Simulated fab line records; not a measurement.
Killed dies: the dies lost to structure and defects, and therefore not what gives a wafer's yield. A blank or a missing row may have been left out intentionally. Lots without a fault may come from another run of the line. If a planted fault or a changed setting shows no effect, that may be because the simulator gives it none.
Split-lot experiment	flow n5_finfet	route with 1938 steps; 7 lots, 21 wafers read

ABOUT THE SPLIT
At N5_PASSIVATION_EXPOSE_41 (exposes mask PASS OPEN, defocus 0 nm, target cd 40000 nm), the setting dose_mj was moved away from the recipe's 57.25 on 5 of the 21 wafers read, by -7.2% to +1.9%. This setting was run at the recipe's value on the other wafers.

FROM THE SPLIT TO THE READING: what the file shows between them, 3 steps
- N5_PASSIVATION_PEB_42
- N5_PASSIVATION_DEVELOP_43: develop time 60 s
- N5_PASSIVATION_HARDBAKE_45: time 120 s

THE READING
At N5_PASSIVATION_CD_MEAS_44: cd_nm in nanometres, against a target cd of 40000 nm. A value of 39999 nm with a standard deviation of 3.7 nm is what fault-free wafers of this fab line usually give.

wafer	tool, chamber at the split	dose_mj as run	against the recipe	cd_nm, nm	against lot-mates on the recipe
L075.2	krf_scanner-02, 0	55.01	-3.9%	39983	-18
L075.3	krf_scanner-02, 0	55.01	-3.9%	39980	-21
L075.6	krf_scanner-02, 0	57.25	recipe	40001	-
L083.1	krf_scanner-02, 0	57.25	recipe	39999	-
L083.4	krf_scanner-02, 0	57.25	recipe	39999	-
L083.5	krf_scanner-02, 0	57.25	recipe	40002	-
L086.3	krf_scanner-02, 0	58.34	+1.9%	40007	+6
L086.5	krf_scanner-02, 0	57.25	recipe	40001	-
L086.6	krf_scanner-02, 0	58.34	+1.9%	40009	+8
L087.2	krf_scanner-02, 0	57.25	recipe	39997	-
L087.3	krf_scanner-02, 0	57.25	recipe	40003	-
L087.6	krf_scanner-02, 0	57.25	recipe	40001	-
L091.2	krf_scanner-02, 0	53.1	-7.2%	39969	-30
L091.3	krf_scanner-02, 0	57.25	recipe	39998	-
L091.5	krf_scanner-02, 0	57.25	recipe	39999	-
L093.2	krf_scanner-02, 0	57.25	recipe	39993	-
L093.5	krf_scanner-02, 0	57.25	recipe	40001	-
L093.6	krf_scanner-02, 0	57.25	recipe	39994	-
L095.2	krf_scanner-01, 0	57.25	recipe	39997	-
L095.3	krf_scanner-01, 0	57.25	recipe	39996	-
L095.6	krf_scanner-01, 0	57.25	recipe	39995	-

THE FIT
A straight line over all 21 wafers: cd_nm changes by +4.26 nm for each +1% of dose_mj; r = +0.96; the points scatter about the line by 2.8 nm.
The same after taking each lot's own level away (the mean of its wafers on the recipe; 21 wafers): +4.31 nm for each +1%; r = +0.97; scatter 2.2 nm.
According to that fit, moving dose_mj by its largest amount changes the reading by 31 nm.
From 39996.0 to 40001.0 nm: that is the span of the lots' own levels, equal to 1.4 times the standard deviation above.
Consequently the slope shifts little with the lot-to-lot level, the two slopes agreeing.
Check: -34.4 nm against its lot-mates is what the line predicts for one of the wafers moved furthest among these (-7.2%) when that wafer is left out of the fit. Against them it came out at -29.5 nm.

ADDITIONAL SPLITS CARRIED BY THESE WAFERS
These wafers also went through other splits before the reading. Each is held against what the fit with the lots' levels taken away leaves over:
other split on the same wafers	wafers away from the commonest value	r with cd_nm (lot level and that fit taken away)
N5_BEOL_M14_ETCH_68 time_s	5	-0.18
N5_BEOL_M15_ETCH_61 time_s	5	-0.10
N5_PASSIVATION_VIA_ETCH_13 bias_w	7	+0.02
N5_PASSIVATION_SPUTTER_20 target_thk_a	8	+0.21

FILE'S OWN FIT
cd_nm changes by +4.23 nm for each +1% of dose_mj, r = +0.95.
